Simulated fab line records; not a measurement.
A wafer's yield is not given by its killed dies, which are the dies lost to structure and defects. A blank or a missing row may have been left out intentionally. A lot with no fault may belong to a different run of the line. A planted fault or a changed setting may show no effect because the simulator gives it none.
A struck lot beside a sound one ; flow n5_finfet ; 18 steps out of a route of 1938
Sound: wafers L165.1, L165.3, L165.4. Struck: wafer L173.2. (L173.6 of the same lot was not struck and is left out.) The cause comes at the end.
For every step that has rows: the tool of each side, followed by ch and its chambers, followed by its first start. Under that, the readings that differ: sound wafers ; struck wafers ; difference of the means ; sigmas: that difference in standard deviations of wafers without a fault.
alike: a reading whose means differ by less than 2 such deviations, as well as words and numbers matching on both sides. not compared: withheld readings; readings where some wafer has no value; bounds like >300 that might hide an equal value; numbers whose values overlap and for which the record gives no deviation.
A row with sigmas, a row that says differs or no value, or rows on one side alone: a step with any of these is where the two part. When numbers do not overlap yet have no deviation, they are printed without sigmas and do not part them. Lack of a reading on every wafer of one side parts them only where that side has two or more wafers.

first, 4 steps without rows for these wafers: N5_BEOL_M1_ANNEAL_82 (time 240 s); N5_BEOL_M1_SPUTTER_86 (material Cu, target thk 4.5 nm, time 8.29 s); N5_BEOL_M1_ANNEAL_87 (time 240 s); N5_BEOL_M1_SPUTTER_88 (material Cu, target thk 4.5 nm, time 8.29 s).
N5_BEOL_M1_ANNEAL_89: time 240 s.
  sound: pvd_sputter-02 at day 6 15:42; struck: pvd_sputter-02 at day 8 21:46
  alike: heater_power_w
then, 1 step without rows for these wafers: N5_BEOL_M1_SPUTTER_90 (material Cu, target thk 4.5 nm, time 8.29 s).
N5_BEOL_M1_ANNEAL_91: time 240 s.
  sound: pvd_sputter-02 at day 6 15:55; struck: pvd_sputter-02 at day 8 22:01
  alike: heater_power_w
then, 1 step without rows for these wafers: N5_BEOL_M1_SPUTTER_92 (material Cu, target thk 4.5 nm, time 8.29 s).
N5_BEOL_M1_ANNEAL_93: time 240 s.
  sound: pvd_sputter-02 at day 6 16:08; struck: pvd_sputter-02 at day 8 22:16
  alike: heater_power_w
then, 1 step without rows for these wafers: N5_BEOL_M1_SPUTTER_94 (material Cu, target thk 4.5 nm, time 8.29 s).
N5_BEOL_M1_ANNEAL_95: time 240 s.
  sound: pvd_sputter-02 at day 6 16:22; struck: pvd_sputter-02 at day 8 22:31
  alike: heater_power_w
then, 1 step without rows for these wafers: N5_BEOL_M1_SPUTTER_96 (material Cu, target thk 4.5 nm, time 8.29 s).
N5_BEOL_M1_ECD_50: material Cu, target thk 300 nm.
  sound on ecd_cu-01 ch 0,1, day 6 16:37; struck on ecd_cu-02 ch 0, day 8 22:47
reading;sound;struck;difference;sigmas
model.Cu_of_BEOL_M1_ECD_50.thk_nm (nm);295.6 296.2 300.6;553.6;+256.1;
N5_BEOL_M1_ANNEAL_51: time 90 s.
  sound on rtp_anneal-01 ch 0, day 6 16:41; struck on rtp_anneal-02 ch 0, day 8 23:01
reading;sound;struck;difference;sigmas
wafer_temp_C_max;225.9 226.6 227.0;225.6;-0.9;-2
N5_BEOL_M1_CMP_52: polishes, stops on SiOC, t overpolish 6.8 s, target thk 40 nm.
  sound on cmp-02 ch 0,1,2, day 6 16:59; struck on cmp-01 ch 1, day 8 23:18
reading;sound;struck;difference;sigmas
time_to_endpoint_s (s);59 63 68;118;+55;+11
  alike: motor_current_A
N5_BEOL_M1_THK_MEAS_53: measures by xrf.
  sound: film_metro-02 at day 6 17:17; struck: film_metro-02 at day 8 23:33
  alike: M1_THK
N5_BEOL_M4_RC_MEAS_101:
  sound on prober-02 ch 0, day 8 09:41; struck on prober-01 ch 0, day 10 08:52
  alike: DIBL_N, DIBL_P, IOFF_N, IOFF_P, ION_N, ION_P, SS_N, SS_P, VT_N, VT_P
-- a jump in the record: the struck wafers' starts before and after are 4 days apart (it breaks off in module BEOL_M4 and resumes in module PASSIVATION, where the first step shown is number 1936 of the route) --
N5_PASSIVATION_PROBE_49:
  sound: prober-02 at day 12 09:59; struck: prober-02 at day 14 19:18
reading;sound;struck;difference;sigmas
killed_at_front_end;32 26 20;52;+26;+2
killed_short;30 21 23;44;+19;+3
sort_bin_5_function (%);4.2 4.3 4.7;6.7;+2.3;+3
  alike: defect_limited_yield, killed_at_M0_to_M3, killed_at_M4_up, killed_at_contacts, killed_at_other, killed_dies, killed_open, sort_bin_6_memory, sort_n_pass, sort_yield_pct

== WHERE THEY PART ==
Last at N5_PASSIVATION_PROBE_49 as far as this record goes, first at N5_BEOL_M1_ANNEAL_51.

WHY: what the simulator had put in
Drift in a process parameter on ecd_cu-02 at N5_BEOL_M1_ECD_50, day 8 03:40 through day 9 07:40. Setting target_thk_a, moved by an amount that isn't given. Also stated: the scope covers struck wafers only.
